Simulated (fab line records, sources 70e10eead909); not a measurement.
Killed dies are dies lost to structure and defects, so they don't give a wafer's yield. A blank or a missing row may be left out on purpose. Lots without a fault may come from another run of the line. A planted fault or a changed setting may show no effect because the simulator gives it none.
Chamber matching | flow nand_harc | NHARC_A_SLIT_ETCH_29 on rie_diel-08: 4 sister chambers
The step etches the open film in CF4/O2, target depth 100 nm, overetch 10 nm, time 55 s. 8 wafers are shown with their chamber, then 8 later ones without.

WAFERS WITH THEIR CHAMBER
wafer  | chamber | showerhead_plenum_p_Torr (Torr) | drypump_motor_current_A (A)
L081.5 | 0       | 1.38                            | 5.69
L083.1 | 3       | 1.25                            | 5.66
L083.2 | 2       | 1.35                            | 5.80
L083.6 | 2       | 1.35                            | 5.82
L090.1 | 0       | 1.38                            | 5.66
L090.3 | 1       | 1.31                            | 5.96
L090.4 | 3       | 1.25                            | 5.70
L092.1 | 1       | 1.30                            | 5.92

WAFERS WITHOUT THEIR CHAMBER
wafer  | showerhead_plenum_p_Torr (Torr) | drypump_motor_current_A (A)
L092.2 | 1.35                            | 5.80
L092.4 | 1.25                            | 5.65
L095.1 | 1.38                            | 5.69
L095.3 | 1.25                            | 5.63
L095.4 | 1.30                            | 5.96
L096.1 | 1.25                            | 5.64
L096.2 | 1.38                            | 5.69
L096.3 | 1.30                            | 5.96

WHICH CHAMBER EACH WENT THROUGH
wafer  | from the rows above | in truth
L092.2 | 2                   | 2
L092.4 | 3                   | 3
L095.1 | 0                   | 0
L095.3 | 3                   | 3
L095.4 | 1                   | 1
L096.1 | 3                   | 3
L096.2 | 0                   | 0
L096.3 | 1                   | 1
Placed correctly: 8 of 8. Can't be placed from these rows: 0. Placed wrongly: 0.
How it was worked out, from the rows above alone: a wafer's distance from a chamber is the root of the sum, over the readings, of the square of ((its reading less the chamber's mean) divided by the reading's scatter). The wafer belongs to the nearest chamber; if the next one is less than 2 further off, it can't be placed. A chamber's mean is the mean of its shown wafers. The scatter: the root of (the sum of the squares of (reading less its chamber's mean) over the shown wafers, divided by (wafers less chambers)).
